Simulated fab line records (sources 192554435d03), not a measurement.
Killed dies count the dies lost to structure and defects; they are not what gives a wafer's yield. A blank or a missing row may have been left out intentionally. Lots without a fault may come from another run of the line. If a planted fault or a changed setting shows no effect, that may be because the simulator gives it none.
A lot that was struck, set against a sound lot | flow n5 finfet | 17 out of 1938 route steps
Sound: these wafers, L773.2, L773.5, L773.6. Wafers L782.1, L782.2, L782.3 were the ones struck. Last of all comes the cause.
For every step that has rows: the tool of each side, followed by ch and its chambers, followed by its first start. Under that, the readings that differ: sound wafers | struck wafers | difference of the means | sigmas: that difference in standard deviations of wafers without a fault.
alike: readings with means less than 2 such deviations apart, plus words and numbers identical on both sides. not compared: withheld readings, readings lacking a value on some wafer, bounds such as >300 that could conceal the same value, and numbers that have no deviation in the record and whose values overlap.
Wherever a step has rows on one side only, a row that says differs or no value, or a row with sigmas, the two part there. Numbers that don't overlap but have no deviation are shown without sigmas and don't part them. A reading that every wafer of one side lacks parts them only if that side has two wafers or more.

N5_HKMG_FIN_OVL_MEAS_13:
  sound on overlay-01 ch 0, day 5 00:46; struck on overlay-01 ch 0, day 7 09:15
  alike: NWFM_OVL
N5_HKMG_FIN_INSPECT_14: inspects for defects (macro).
  struck on defect inspect-02, day 7 09:17; sound on defect inspect-01, day 5 00:47
  alike: raw defect count
N5_HKMG_FIN_DESCUM_17: chemistry O2, time 7.9 s.
  sound on rie diel-05 ch 0,3, day 5 00:50; struck on rie diel-06 ch 0,2,3, day 7 09:32
  reading                     | sound       | struck      | difference | sigmas
  drypump motor current A (A) | 5.3 5.8 5.3 | 6.4 6.3 5.8 | +0.7       | +2
  alike: oes product au, rf vpp V, showerhead plenum p Torr, throttle valve pct
  not compared: rf hours counter h
then, 3 steps without rows for these wafers: N5_HKMG_FIN_ETCH_31 (etches SiARC in CF4, target depth 45.5 nm, time 75.8 s); N5_HKMG_FIN_ETCH_32 (etches SOC in N2/H2, target depth 240 nm, time 300 s); N5_HKMG_FIN_STRIP_33 (strips in N2/H2).
N5_HKMG_FIN_STRIP_34: strips in CF4.
  sound on rie diel-05 ch 0,3, day 5 01:07; struck on rie diel-06 ch 0,2,3, day 7 09:49
  reading                     | sound       | struck      | difference | sigmas
  drypump motor current A (A) | 5.3 5.8 5.3 | 6.4 6.3 5.8 | +0.7       | +2
  alike: oes product au, rf vpp V, showerhead plenum p Torr, throttle valve pct
  not compared: rf hours counter h
N5_HKMG_FIN_ETCH_35: etches SOC in N2/H2, target depth 215.8 nm, time 243.4 s.
  sound on rie diel-05 ch 0,3, day 5 01:08; struck on rie diel-06 ch 0,2,3, day 7 09:50
  reading                     | sound       | struck      | difference | sigmas
  drypump motor current A (A) | 5.3 5.8 5.3 | 6.5 6.3 5.8 | +0.7       | +2
  alike: oes product au, rf vpp V, showerhead plenum p Torr, throttle valve pct
  not compared: rf hours counter h
N5_HKMG_FIN_STRIP_92: strips SOC in N2/H2, time 20 s.
  sound on rie diel-05 ch 0,3, day 5 01:17; struck on rie diel-06 ch 0,2,3, day 7 09:59
  reading                     | sound       | struck      | difference | sigmas
  drypump motor current A (A) | 5.3 5.8 5.3 | 6.5 6.3 5.8 | +0.7       | +2
  alike: oes product au, rf vpp V, showerhead plenum p Torr, throttle valve pct
  not compared: rf hours counter h
then, 2 steps without rows for these wafers: N5_HKMG_FIN_WET_ETCH_18 (etches TiN in SC1, time 55 s, target depth 5.2 nm, rinse time 30 s); N5_HKMG_FIN_STRIP_19 (strips in N2/H2, time 360 s).
N5_HKMG_FIN_ALD_91: deposits TiN, target thk 1 nm, pulse time 1 s, purge time 3 s.
  sound on ald metal-02 ch 0,3, day 5 01:49; struck on ald metal-03 ch 0,1,3, day 7 10:31
  alike: heater power w, precursor pulse height rel, susceptor temp C
N5_HKMG_FIN_COAT_85: time 60 s, resist thk 300 nm.
  sound on litho track-04 ch 0, day 5 02:05; struck on litho track-02 ch 0, day 7 10:47
  reading                                   | sound                | struck               | difference | sigmas
  spin speed rpm (rpm)                      | 1501.0 1502.2 1500.6 | 1680.7 1679.7 1679.7 | +178.8     | +99 or more
  model.SOC_of_HKMG_FIN_COAT_85.thk nm (nm) | 298.4 298.4 299.6    | 285.2 283.6 284      | -14.5      |
N5_HKMG_FIN_ETCH_86: etches SOC in N2/H2, stops on TiN, target depth 393.2 nm.
  sound on rie diel-06 ch 0,3, day 5 02:09; struck on rie diel-06 ch 0,2,3, day 7 10:51
  alike: drypump motor current A, oes product au, rf vpp V, showerhead plenum p Torr, throttle valve pct
  not compared: rf hours counter h, model.TiN_of_HKMG_FIN_ALD_91.thk nm
then, 1 step without rows for these wafers: N5_HKMG_FIN_STRIP_89 (strips SOC in N2/H2, time 20 s).
-- here the record skips 4 days between the struck wafers' starts before and after, leaving off in module HKMG_FIN and picking up in module BEOL_M4 (first step shown: number 1111 of the route) --
N5_BEOL_M4_RC_MEAS_101:
  sound on prober-01 ch 0, day 9 08:28; struck on prober-02 ch 0, day 11 11:13
  reading        | sound             | struck            | difference | sigmas
  DIBL_P (mV/V)  | 38.8 39.3 35.7    | 33.3 35.5 35.1    | -3.3       | -2
  IOFF_N (nA/um) | 0.202 0.230 0.157 | 0.123 0.164 0.151 | -0.050     | -2
  IOFF_P (nA/um) | 0.285 0.307 0.242 | 0.186 0.214 0.211 | -0.074     | -3
  ION_P (uA/um)  | 473 469 471       | 457 456 453       | -16        | -2
  alike: DIBL_N, ION_N, SS_N, SS_P, VT_N, VT_P
-- here the record skips 4 days between the struck wafers' starts before and after, leaving off in module BEOL_M4 and picking up in module PASSIVATION (first step shown: number 1936 of the route) --
N5_PASSIVATION_PROBE_49:
  struck on prober-01, day 15 19:10; sound on prober-01, day 13 14:52
  reading            | sound  | struck   | difference | sigmas
  killed at contacts | 10 7 8 | 15 33 25 | +16        | +3
  alike: defect limited yield, killed_at_M0_to_M3, killed_at_M4_up, killed at front end, killed at other, killed dies, killed on rim, killed open, killed short, sort_bin_5_function, sort_bin_6_memory, sort n pass, sort yield pct

WHERE THEY PART
At N5_HKMG_FIN_DESCUM_17 first; at N5_PASSIVATION_PROBE_49 last (within this record only).

WHY: what had been put in by the simulator
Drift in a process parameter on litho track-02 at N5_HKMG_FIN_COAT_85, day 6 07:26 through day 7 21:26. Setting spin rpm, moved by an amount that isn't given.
